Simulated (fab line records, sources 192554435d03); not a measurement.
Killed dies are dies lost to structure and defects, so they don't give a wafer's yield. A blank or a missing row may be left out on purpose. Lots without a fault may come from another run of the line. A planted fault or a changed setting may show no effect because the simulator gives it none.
fab line records | flow n5_finfet
record lots=8 wafers=24 last_day=17
route steps=1938 shown BEOL_M3@947 BEOL_M4@1111 PASSIVATION@1936
lots that met no fault: from a run of the same line without faults
start_h: hours from the record's first day to the start of the lot's first wafer shown | wait_h: hours since the lot's step before | " the same as in the row above | L1.1+2: a row that stands for several wafers | - no value, or no start given | * or withheld: withheld | < > ~ a bound
route shown NAME@n: a module of which the file shows steps, and the number in the route of the first | usual: mean/standard deviation of fault-free wafers | same: alike in all rows | chamber/n: place in a boat | sites: the reading at each site | _std_site: their standard deviation | _edge_site: outer sites' mean less inner sites' | radius_mm: how far each site lies from the wafer's centre | mask NAME#n: copy n | behind: the tool/chamber that last shaped the wafer | hold: why the lot was held/for how many hours/how that ended | device: the transistor (n, p or np) that didn't switch | end of line: the same wafers' tests at the end of the route | a step without rows: its recipe alone | killed: dies lost to structure and defects at the first sort, not the wafer's yield | map: a wafer's dies, x killed, . not, _ none there
set.NAME: the setting as run; set.NAME@STEP: as run at that earlier step | model.NAME: the simulator's own value behind a step, which no gauge read
steps of the route over a sample of lots; a table a step, a row a wafer
services: from which hour (start_h, from the record's first day; less than 0 if before it) a tool's chamber was out of use, for how many hours, and why
## steps
# step N5_BEOL_M3_DESCUM_16
# recipe chemistry=O2 time_s=7 source_power_w=50 bias_power_w=20 pressure_mtorr=20 rf_frequency_hz=2.712e+07 temp_c=40 resist=CAR-EUV o2_flow_sccm=225
# usual drypump_motor_current_A=5.8/0.52 oes_product_au=0.80/0.083 rf_vpp_V=243.3/1.5 showerhead_plenum_p_Torr=2.10/0.082 throttle_valve_pct=20.51/0.21
# columns lot.wafer tool chamber start_h wait_h drypump_motor_current_A oes_product_au rf_hours_counter_h rf_vpp_V showerhead_plenum_p_Torr throttle_valve_pct
L237.3 rie_diel-05 1 165.67 0.8 5.4 0.77 131 242.6 1.99 20.27
L237.4 " 0 " " 6.8 0.85 90 245.2 2.20 20.25
L237.5 " 2 " " 5.0 0.89 - 243.9 2.05 20.59
L245.1 rie_diel-06 3 229.50 0.0 5.9 0.82 99 240.8 2.01 20.39
L245.3 " 0 " " 5.8 0.97 5 243.1 2.13 20.52
L245.5 " 1 " " 6.4 0.75 - 243.7 2.17 20.90
L246.1 rie_diel-03 2 232.88 0.0 6.1 0.70 232 243.0 2.16 20.78
L246.5 " 3 " " 5.7 0.72 - 243.2 2.06 20.47
L246.6 " 2 " " 6.1 0.70 - 243.2 2.16 20.78
L252.3 rie_diel-06 1 259.44 0.1 6.4 0.75 181 245.7 2.17 20.91
L252.5 " 1 " " 6.3 0.74 - 244.8 2.17 20.90
L252.6 " 0 " " 5.8 0.95 - 244.6 2.13 20.54
L253.2 rie_diel-06 1 268.59 0.0 6.3 0.74 184 245.5 2.17 20.91
L253.3 " 3 " " 5.9 0.81 110 242.9 2.01 20.41
L253.5 " 2 " " 5.4 0.94 - 246.2 2.22 20.18
L254.1 rie_diel-05 2 271.11 0.0 5.1 0.83 70 241.9 2.04 20.63
L254.4 " 1 " " 5.4 0.74 164 242.7 1.98 20.32
L254.6 " 0 " " 6.8 0.81 - 244.2 2.19 20.31
L255.2 rie_diel-06 0 281.67 1.1 5.8 0.91 24 244.2 2.13 20.55
L255.4 " 3 " " 5.9 0.80 116 240.3 2.00 20.43
L255.5 " 1 " " 6.4 0.74 - 243.9 2.17 20.93
L256.3 rie_diel-03 1 290.32 0.7 6.1 0.73 193 243.3 2.09 20.52
L256.5 " 0 " " 5.9 0.79 - 243.8 2.13 20.74
L256.6 " 3 " " 5.6 0.71 - 243.5 2.06 20.47
# step N5_BEOL_M3_OVL_MEAS_29
# recipe points_per_wafer=522
# usual V2_OVL=0.1/0.79
# columns lot.wafer tool chamber start_h wait_h V2_OVL[nm]
L237.3 overlay-01 0 166.77 0.0 0.2
L237.4 " 0 " " -0.5
L237.5 " 0 " " 0.0
L245.1 overlay-01 0 230.40 0.0 1.5
L245.3 " 0 " " 0.1
L245.5 " 0 " " 1.2
L246.1 overlay-01 0 233.78 0.0 0.2
L246.5 " 0 " " -0.1
L246.6 " 0 " " 0.8
L252.3 overlay-01 0 260.23 0.0 0.1
L252.5 " 0 " " 0.0
L252.6 " 0 " " -0.4
L253.2 overlay-01 0 269.48 0.0 0.2
L253.3 " 0 " " 0.8
L253.5 " 0 " " 0.2
L254.1 overlay-02 0 272.01 0.0 1.1
L254.4 " 0 " " 0.9
L254.6 " 0 " " 0.1
L255.2 overlay-01 0 282.64 0.0 0.5
L255.4 " 0 " " -0.5
L255.5 " 0 " " -0.3
L256.3 overlay-01 0 291.32 0.0 -0.7
L256.5 " 0 " " -0.5
L256.6 " 0 " " -0.1
# step N5_BEOL_M3_DESCUM_33
# recipe chemistry=O2 time_s=7 source_power_w=50 bias_power_w=20 pressure_mtorr=20 rf_frequency_hz=2.712e+07 temp_c=40 resist=CAR-EUV o2_flow_sccm=225
# usual drypump_motor_current_A=5.8/0.49 oes_product_au=0.80/0.078 rf_vpp_V=243.2/1.5 showerhead_plenum_p_Torr=2.10/0.084 throttle_valve_pct=20.53/0.22
# columns lot.wafer tool chamber start_h wait_h drypump_motor_current_A oes_product_au rf_hours_counter_h rf_vpp_V showerhead_plenum_p_Torr throttle_valve_pct
L237.3 rie_diel-06 3 167.15 0.3 5.9 0.84 73 242.2 2.02 20.35
L237.4 " 0 " " 5.8 0.71 237 244.4 2.14 20.87
L237.5 " 1 " " 6.3 0.78 - 246.3 2.18 20.87
L245.1 rie_diel-05 0 230.51 0.0 6.8 0.82 115 244.9 2.20 20.29
L245.3 " 1 " " 5.4 0.76 152 241.0 1.98 20.29
L245.5 " 0 " " 6.8 0.83 - 244.4 2.20 20.28
L246.1 rie_diel-06 0 233.87 0.0 5.8 0.96 7 244.0 2.13 20.51
L246.5 " 3 " " 5.9 0.82 - 242.0 2.01 20.40
L246.6 " 0 " " 5.8 0.96 - 244.5 2.13 20.51
L252.3 rie_diel-06 0 260.31 0.0 5.8 0.94 16 244.8 2.13 20.55
L252.5 " 1 " " 6.3 0.75 - 245.2 2.17 20.91
L252.6 " 0 " " 5.8 0.94 - 241.8 2.13 20.54
L253.2 rie_diel-05 2 269.89 0.3 5.1 0.84 70 241.0 2.04 20.61
L253.3 " 0 " " 6.8 0.82 128 245.2 2.19 20.31
L253.5 " 3 " " 5.1 0.92 - 244.8 2.22 20.31
L254.1 rie_diel-06 0 272.11 0.0 5.8 0.93 20 243.7 2.13 20.54
L254.4 " 3 " " 6.0 0.82 112 242.8 2.01 20.42
L254.6 " 3 " " 5.9 0.81 - 242.0 2.01 20.43
L255.2 rie_diel-05 0 284.16 1.5 6.8 0.80 134 244.0 2.19 20.33
L255.4 " 1 " " 5.4 0.75 169 241.5 1.98 20.32
L255.5 " 0 " " 6.8 0.80 - 244.9 2.19 20.32
L256.3 rie_diel-06 1 291.42 0.1 6.4 0.72 194 244.0 2.17 20.93
L256.5 " 0 " " 5.8 0.90 - 243.6 2.12 20.55
L256.6 " 1 " " 6.4 0.74 - 243.6 2.17 20.93
# step N5_BEOL_M3_ETCH_69
# recipe chemistry=CF4 target=SiARC target_depth_a=156 mask_material=CAR-EUV time_s=26 ion_energy_ev=80 pressure_mtorr=40 source_w=545 bias_w=36 Ar_flow_sccm=100 cf4_flow_sccm=100 ends=cleared
# usual bias_w=36.00/0.11 cf4_flow_sccm=99.96/0.29 drypump_motor_current_A=5.8/0.49 etch_rf_on_time_s=26.2/0.65 mfc_ar_sccm=100.0/0.31 oes_product_au=0.68/0.066 rf_vpp_V=184.1/1.2 showerhead_plenum_p_Torr=2.15/0.078 throttle_valve_pct=15.72/0.19
# columns lot.wafer tool chamber start_h wait_h bias_w cf4_flow_sccm drypump_motor_current_A etch_rf_on_time_s mfc_ar_sccm oes_product_au rf_hours_counter_h rf_vpp_V showerhead_plenum_p_Torr throttle_valve_pct
L237.3 rie_diel-06 3 167.21 0.0 35.76 100.12 5.9 26.9 100.5 0.71 73 183.5 2.09 15.66
L237.4 " 0 " " 36.04 99.55 5.8 26.4 99.9 0.59 237 183.3 2.20 16.19
L237.5 " 1 " " 36.04 99.89 6.3 25.9 99.9 0.66 - 185.5 2.22 15.90
L245.1 rie_diel-05 0 230.56 0.0 - - - - - - - - - -
L245.3 " 1 " " - - - - - - - - - -
L245.5 " 0 " " - - - - - - - - - -
L246.1 rie_diel-06 0 233.92 0.0 - - - - - - - - - -
L246.5 " 3 " " - - - - - - - - - -
L246.6 " 0 " " - - - - - - - - - -
L252.3 rie_diel-06 0 260.36 0.0 36.06 100.13 5.8 26.6 99.0 0.78 16 184.4 2.19 15.75
L252.5 " 1 " " 36.01 99.88 6.3 26.7 99.9 0.63 - 183.9 2.21 15.98
L252.6 " 0 " " 36.03 99.86 5.8 26.6 100.1 0.77 - 185.0 2.19 15.75
L253.2 rie_diel-05 2 269.94 0.0 35.99 99.85 5.0 24.8 100.2 0.74 70 184.2 2.09 15.72
L253.3 " 0 " " 36.15 99.51 6.8 25.9 100.5 0.69 128 183.2 2.24 15.52
L253.5 " 3 " " 36.26 100.34 5.2 25.3 100.0 0.78 - 185.9 2.27 15.48
L254.1 rie_diel-06 0 272.16 0.0 36.18 99.85 5.8 26.3 100.2 0.77 20 184.4 2.19 15.74
L254.4 " 3 " " 35.90 100.40 5.9 27.0 100.1 0.69 112 184.3 2.08 15.72
L254.6 " 3 " " 35.98 100.38 5.9 27.0 100.4 0.68 - 182.5 2.08 15.72
L255.2 rie_diel-05 0 284.21 0.0 36.04 99.75 6.8 26.5 99.4 0.67 134 184.9 2.24 15.55
L255.4 " 1 " " 35.94 100.18 5.4 26.4 99.7 0.63 169 183.2 2.03 15.58
L255.5 " 0 " " 36.01 99.76 6.8 26.5 99.9 0.68 - 185.7 2.24 15.53
L256.3 rie_diel-06 1 291.47 0.0 35.93 99.99 6.3 26.5 99.9 0.62 194 184.6 2.20 15.99
L256.5 " 0 " " 35.95 100.35 5.8 26.1 99.6 0.76 - 184.0 2.19 15.77
L256.6 " 1 " " 35.97 99.92 6.4 26.5 100.4 0.63 - 185.0 2.20 15.99
# step N5_BEOL_M3_ETCHBACK_99
# recipe chemistry=CHF3 target=SiO2 target_depth_a=50 time_s=10.4 source_w=215 bias_w=47 Ar_flow_sccm=200 CHF3_flow_sccm=12 ion_energy_ev=100 pressure_mtorr=30
# usual drypump_motor_current_A=5.8/0.53 mfc_ar_sccm=200.0/0.62 oes_product_au=0.79/0.081 rf_vpp_V=243/3.8 showerhead_plenum_p_Torr=2.17/0.08 throttle_valve_pct=17.18/0.18
# columns lot.wafer tool chamber start_h wait_h drypump_motor_current_A mfc_ar_sccm oes_product_au rf_hours_counter_h rf_vpp_V showerhead_plenum_p_Torr throttle_valve_pct
L237.3 rie_diel-06 3 174.24 6.8 5.9 199.0 0.83 76 242 2.10 17.16
L237.4 " 3 " " 5.9 199.5 0.83 - 242 2.10 17.16
L237.5 " 2 " " 5.4 199.3 0.71 - 239 2.05 17.38
L245.1 rie_diel-03 1 231.84 1.1 6.1 199.1 0.28 179 242 2.17 17.19
L245.3 " 2 " " 6.1 200.2 0.27 231 241 2.21 17.33
L245.5 " 1 " " 6.1 199.6 0.27 - 242 2.17 17.20
L246.1 rie_diel-06 3 234.89 0.6 5.9 199.8 0.30 101 241 2.09 17.17
L246.5 " 3 " " 5.9 199.5 0.31 - 243 2.09 17.17
L246.6 " 0 " " 5.8 198.8 0.36 - 245 2.20 17.15
L252.3 rie_diel-05 2 269.53 7.6 5.1 200.8 0.84 70 243 2.10 17.22
L252.5 " 3 " " 5.1 199.9 0.91 - 249 2.28 16.91
L252.6 " 2 " " 5.0 199.7 0.84 - 242 2.10 17.21
L253.2 rie_diel-05 1 276.48 6.2 5.4 200.7 0.74 166 239 2.04 17.02
L253.3 " 3 " " 5.1 199.9 0.91 26 248 2.28 16.92
L253.5 " 1 " " 5.3 199.4 0.74 - 240 2.04 17.03
L254.1 rie_diel-05 3 282.38 9.8 5.1 199.8 0.90 29 248 2.28 16.91
L254.4 " 0 " " 6.8 199.7 0.79 133 247 2.26 17.03
L254.6 " 1 " " 5.4 200.4 0.74 - 241 2.04 17.05
L255.2 rie_diel-05 0 285.62 1.3 6.8 200.7 0.78 135 247 2.26 17.02
L255.4 " 3 " " 5.1 199.7 0.90 31 248 2.28 16.92
L255.5 " 3 " " 5.1 200.0 0.89 - 248 2.28 16.90
L256.3 rie_diel-03 1 296.75 5.2 6.1 199.8 0.72 196 240 2.16 17.24
L256.5 " 2 " " 6.1 200.2 0.69 - 242 2.20 17.37
L256.6 " 1 " " 6.1 200.3 0.72 - 242 2.16 17.26
# step N5_BEOL_M4_RC_MEAS_101
# usual DIBL_N=36.1/1.6 DIBL_P=35.8/2.1 IOFF_N=0.16/0.031 IOFF_P=0.21/0.034 ION_N=673/12 ION_P=461/7.2 SS_N=71.4/0.59 SS_P=73.3/0.63 VT_N=250/3.1 VT_P=-250/3.3
# columns lot.wafer tool chamber start_h wait_h DIBL_N[mV/V] DIBL_P[mV/V] IOFF_N[nA/um] IOFF_P[nA/um] ION_N[uA/um] ION_P[uA/um] SS_N[mV/dec] SS_P[mV/dec] VT_N[mV] VT_P[mV]
L237.3 prober-02 0 201.06 0.3 36.3 36.9 0.17 0.21 683 459 71.6 73.3 250 -253
L237.4 " 0 " " 36.1 37.0 0.17 0.21 677 457 71.6 73.4 249 -253
L237.5 " 0 " " 38.2 39.6 0.23 0.27 687 465 72.3 74.0 243 -249
L252.3 prober-01 0 284.45 0.3 34.9 34.4 0.14 0.20 658 457 71.2 72.8 252 -249
L252.5 " 0 " " 34.4 33.1 0.12 0.17 654 450 70.5 72.2 254 -253
L252.6 " 0 " " 35.2 34.6 0.13 0.20 660 454 71.1 73.1 251 -250
L253.2 prober-02 0 295.19 0.2 35.3 34.9 0.15 0.23 667 470 71.1 73.2 253 -247
L253.3 " 0 " " 37.0 37.4 0.18 0.26 670 470 71.5 73.6 247 -247
L253.5 " 0 " " 37.0 35.8 0.18 0.23 675 465 71.3 73.6 249 -247
L254.1 prober-01 0 300.74 0.0 36.8 35.8 0.18 0.22 676 465 71.4 73.6 247 -247
L254.4 " 0 " " 38.2 38.7 0.21 0.29 685 469 72.2 74.5 244 -246
L254.6 " 0 " " 37.3 36.1 0.17 0.23 675 462 71.9 73.7 249 -249
L255.2 prober-02 0 301.17 0.2 33.8 31.7 0.11 0.18 650 464 70.8 71.4 253 -249
L255.4 " 0 " " 39.8 39.0 0.26 0.31 699 474 71.7 73.9 241 -241
L255.5 " 0 " " 37.5 36.7 0.18 0.27 690 471 71.7 73.3 244 -244
L256.3 prober-02 0 310.34 0.3 34.9 36.0 0.16 0.20 682 463 71.6 73.4 248 -247
L256.5 " 0 " " 35.4 36.3 0.17 0.21 674 461 71.3 74.2 248 -248
L256.6 " 0 " " 36.7 38.3 0.21 0.24 688 463 72.0 73.9 242 -248
# step N5_PASSIVATION_PROBE_49
# usual defect_limited_yield=91.0/1.5 killed_at_M0_to_M3=35/11 killed_at_M4_up=13/6 killed_at_contacts=14/6.5 killed_at_front_end=40/12 killed_at_other=4/3.4 killed_dies=106/18 killed_on_rim=14/4.7 killed_open=68/14 killed_short=35/7.7 sort_bin_5_function=5.2/0.98 sort_bin_6_memory=3.4/0.72 sort_n_pass=1074/18 sort_yield_pct=91.0/1.5
# same gross_dies=1180 killed_at_back_side=0 sort_bin_4_leakage[%]=0 sort_bin_8_speed[%]=0
# columns lot.wafer tool chamber start_h wait_h defect_limited_yield[%] killed_at_M0_to_M3 killed_at_M4_up killed_at_contacts killed_at_front_end killed_at_other killed_dies killed_on_rim killed_open killed_short sort_bin_5_function[%] sort_bin_6_memory[%] sort_n_pass sort_yield_pct[%]
L245.1 prober-01 - 357.07 0.0 0 1112 10 23 31 4 1180 152 66 32 96.7 3.3 0 0
L245.3 prober-01 - 357.17 0.1 0 1117 16 9 37 1 1180 152 60 24 97.4 2.5 0 0
L245.5 prober-01 - 357.27 0.2 0 1113 15 19 27 6 1180 152 58 29 96.4 3.5 0 0
L246.1 prober-02 - 366.57 0.0 0 1103 23 13 40 1 1180 152 77 29 96.1 3.6 0 0
L246.5 prober-02 - 366.77 0.2 0 1104 20 12 44 0 1180 152 72 39 95.3 4.2 0 0
L246.6 prober-02 - 366.82 0.3 0 1079 27 17 54 3 1180 152 74 49 96.0 3.7 0 0
# killed by level:class
L245.1 BEOL_M3:area_etch=1081 MOL_CONTACT_COAG:geometric_particle:open=21 BEOL_M1:geometric_particle:open=8 FIN_SAQP:geometric_particle:open=7 GATE_CUT:geometric_particle:short=6 BEOL_M4:geometric_particle:open=5 FIN_SAQP:geometric_particle:short=4 DUMMY_GATE:geometric_particle:open=4
L245.3 BEOL_M3:area_etch=1095 BEOL_M4:geometric_particle:open=12 FIN_SAQP:geometric_particle:short=11 MOL_CONTACT_COAG:geometric_particle:open=8 BEOL_M0_SAQP:geometric_particle:open=8 GATE_CUT:geometric_particle:open=7 FIN_SAQP:geometric_particle:open=6 BEOL_M2:geometric_particle:open=5
L245.5 BEOL_M3:area_etch=1093 MOL_CONTACT_COAG:geometric_particle:open=16 BEOL_M0:geometric_particle:open=7 FIN_SAQP:geometric_particle:short=6 DUMMY_GATE:geometric_particle:open=4 GATE_CUT:geometric_particle:open=4 BEOL_M3:geometric_particle:open=4 BEOL_M4:geometric_particle:open=4
L246.1 BEOL_M3:area_etch=1074 MOL_CONTACT_COAG:geometric_particle:open=12 BEOL_M1:geometric_particle:open=12 DUMMY_GATE:geometric_particle:open=9 BEOL_M4:geometric_particle:open=7 STI_FIN_REVEAL:geometric_particle:open=6 FIN_SAQP:geometric_particle:open=4 STI_FIN_REVEAL:geometric_particle:short=4
L246.5 BEOL_M3:area_etch=1069 FIN_SAQP:geometric_particle:open=11 MOL_CONTACT_COAG:geometric_particle:open=9 BEOL_M1:geometric_particle:open=9 STI_FIN_REVEAL:geometric_particle:open=8 FIN_SAQP:geometric_particle:short=6 BEOL_M0_SAQP:geometric_particle:short=6 BEOL_M8:geometric_particle:open=6
L246.6 BEOL_M3:area_etch=1056 FIN_SAQP:geometric_particle:short=17 MOL_CONTACT_COAG:geometric_particle:open=13 BEOL_M4:geometric_particle:open=11 STI_FIN_REVEAL:geometric_particle:open=8 GATE_CUT:geometric_particle:open=7 BEOL_M0_SAQP:geometric_particle:open=7 BEOL_M4:geometric_particle:short=6
## services
# columns tool chamber start_h hours kind
rie_diel-05 0 144.19 3.1 repair
rie_diel-03 1 156.24 7.0 repair
rie_diel-03 2 158.64 5.7 repair
rie_diel-06 1 171.06 6.3 repair
rie_diel-05 3 172.48 - clean
rie_diel-05 3 172.48 - consumable_replace:focus_ring
rie_diel-05 3 172.48 - consumable_replace:showerhead
rie_diel-05 3 172.48 17.5 scheduled_down
rie_diel-05 3 172.48 17.5 vent_cycle
rie_diel-05 1 185.48 11.0 repair
rie_diel-06 0 198.60 - clean
rie_diel-06 0 198.60 - consumable_replace:focus_ring
rie_diel-06 0 198.60 18.2 scheduled_down
rie_diel-06 0 198.60 18.2 vent_cycle
rie_diel-03 3 202.61 2.6 repair
rie_diel-06 2 216.82 - clean
rie_diel-06 2 216.82 - consumable_replace:focus_ring
rie_diel-06 2 216.82 - consumable_replace:showerhead
rie_diel-06 2 216.82 14.5 scheduled_down
rie_diel-06 2 216.82 14.5 vent_cycle
rie_diel-06 - 230.51 0.5 repair
rie_diel-06 2 237.70 13.5 repair
## key
first_sign step=N5_BEOL_M3_ETCH_69 reading=tool_record direction=missing
effect step=N5_BEOL_M3_ETCHBACK_99 reading=oes_product_au direction=down sigmas=6.1 usual=0.79 struck=0.30
effect step=N5_PASSIVATION_PROBE_49 reading=killed_at_M0_to_M3 direction=up sigmas=96 usual=35 struck=1105
more_kills_born_at N5_BEOL_M3_ETCH_69@rie_diel-05=3266 N5_BEOL_M3_ETCH_69@rie_diel-06=3199
met_at N5_BEOL_M3_ETCH_69
struck_lots L245,L246
later_rows_left_out L245.1,L245.3,L245.5,L246.1,L246.5,L246.6
not_acting_at N5_BEOL_M3_DESCUM_16,N5_BEOL_M3_OVL_MEAS_29,N5_BEOL_M3_DESCUM_33
onset_between 167.21 230.56
earlier_fault kind=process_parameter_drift tool=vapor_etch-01 chamber=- onset_h=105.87 steps=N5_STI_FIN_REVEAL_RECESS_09 channel=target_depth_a offset=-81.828 shape=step acts_in=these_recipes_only stated=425
fault kind=skipped_step_whole tool=rie_diel-05,rie_diel-06 chamber=- onset_h=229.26 steps=N5_BEOL_M3_ETCH_69 scope=struck_lots_only
# later_rows_left_out: the simulator's readings of these wafers behind a module that went badly wrong aren't trusted and aren't shown, but for the sort
